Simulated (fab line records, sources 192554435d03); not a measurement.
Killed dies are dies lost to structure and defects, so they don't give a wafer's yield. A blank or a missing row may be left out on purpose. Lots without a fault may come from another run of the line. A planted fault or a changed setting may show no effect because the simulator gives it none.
A struck lot beside a sound one | flow n5_finfet | 17 steps out of a route of 1938
Sound: wafers L251.1, L251.4, L251.6. Struck: wafer L268.2. (L268.1, L268.3 of the same lot were not struck and are left out.) The cause comes at the end.
At each step with rows: each side's tool, then ch and its chambers, then its first start. Under that, the readings that differ: sound wafers | struck wafers | difference of the means | sigmas: that difference in standard deviations of wafers without a fault.
alike: readings whose means differ by less than 2 such deviations, and words and numbers that are the same on both sides. not compared: withheld readings, readings that some wafer has no value for, bounds like >300 that may hide the same value, and numbers for which the record gives no deviation and whose values overlap.
The two part at a step that has a row with sigmas, a row that says differs or no value, or rows on one side only. Numbers that don't overlap but have no deviation are shown without sigmas and don't part them. A reading that every wafer of one side lacks parts them only if that side has two wafers or more.

first, 2 steps without rows for these wafers: N5_STI_FIN_REVEAL_STRIP_16 (strips SiNx in H3PO4, target depth 23.8 nm); N5_STI_FIN_REVEAL_PRECLEAN_17 (cleans in NF3:NH3, afs cycles 1, time 20 s, sublimation time 60 s).
N5_STI_FIN_REVEAL_ETCH_34: etches Si in H2, material Si, target depth 0.97 nm.
  sound on rie_si-04 ch 0,2, day 2 18:53; struck on rie_si-06 ch 1, day 7 02:20
  reading                     | sound       | struck | difference | sigmas
  drypump_motor_current_A (A) | 4.8 5.8 4.8 | 6.4    | +1.3       | +2
  alike: h2_flow_sccm, he_backside_leak_sccm, oes_product_au, rf_fwd_power_W, throttle_valve_pct
  not compared: rf_hours_counter_h
N5_STI_FIN_REVEAL_OXIDATION_31: chemistry O2 PLASMA REMOTE, time 20 s.
  sound on plasma_asher-01 ch 0,1, day 2 19:13; struck on plasma_asher-01 ch 1, day 7 02:25
  alike: drypump_motor_current_A, heater_power_w, rf_fwd_power_W, temp_c_max
  not compared: rf_hours_counter_h
then, 3 steps without rows for these wafers: N5_STI_FIN_REVEAL_PRECLEAN_32 (cleans in NF3:NH3, afs cycles 1, time 20 s, sublimation time 60 s); N5_STI_FIN_REVEAL_STRIP_35 (strips Si3N4 in H3PO4, target depth 4 nm, time 39 s); N5_STI_FIN_REVEAL_SRD_21 (time 30 s).
N5_STI_FIN_REVEAL_OXIDATION_33: chemistry O2 PLASMA REMOTE, time 20 s.
  sound on plasma_asher-01 ch 0,1, day 2 19:34; struck on plasma_asher-01 ch 1, day 7 02:46
  alike: drypump_motor_current_A, heater_power_w, rf_fwd_power_W, temp_c_max
  not compared: rf_hours_counter_h
then, 2 steps without rows for these wafers: N5_STI_FIN_REVEAL_CLEAN_19 (cleans in O3/DIW, time 120 s); N5_STI_FIN_REVEAL_SRD_23 (time 30 s).
N5_STI_FIN_REVEAL_CD_MEAS_22: target cd 6.238 nm, pitch 28 nm.
  sound on cd_sem-03, day 2 19:43; struck on cd_sem-02, day 7 02:55
  alike: cd_nm
N5_STI_FIN_REVEAL_FIN_H_MEAS_10:
  sound on ocd-01, day 2 19:45; struck on ocd-01, day 7 02:57
  alike: trench_depth_nm
N5_STI_FIN_REVEAL_PRECLEAN_18: cleans in SC2, time 45 s.
  sound on wet_bench-06 ch 0,1,3, day 2 19:47; struck on wet_bench-05 ch 1,2,4, day 7 02:59
then, 1 step without rows for these wafers: N5_STI_FIN_REVEAL_SRD_28 (time 30 s).
N5_STI_FIN_REVEAL_INSPECT_13: inspects for defects (darkfield).
  sound on defect_inspect-02, day 2 19:50; struck on defect_inspect-01, day 7 03:02
  reading          | sound | struck | difference | sigmas
  raw_defect_count | 7 3 6 | 643    | +638       | +99 or more
then, 1 step without rows for these wafers: N5_DUMMY_GATE_PRECLEAN_00 (cleans in O3/DIW, time 60 s).
-- the record jumps here: 12 days lie between the struck wafers' starts before and after (it left off in module DUMMY_GATE and takes up again in module PASSIVATION, whose first step shown is number 1936 of the route) --
N5_PASSIVATION_PROBE_49:
  the record has rows for the struck wafers here (prober-02, day 19 02:26) and none for the sound ones

WHERE THEY PART
First at N5_STI_FIN_REVEAL_ETCH_34; last, within this record, at N5_PASSIVATION_PROBE_49.

WHY: what the simulator had put in
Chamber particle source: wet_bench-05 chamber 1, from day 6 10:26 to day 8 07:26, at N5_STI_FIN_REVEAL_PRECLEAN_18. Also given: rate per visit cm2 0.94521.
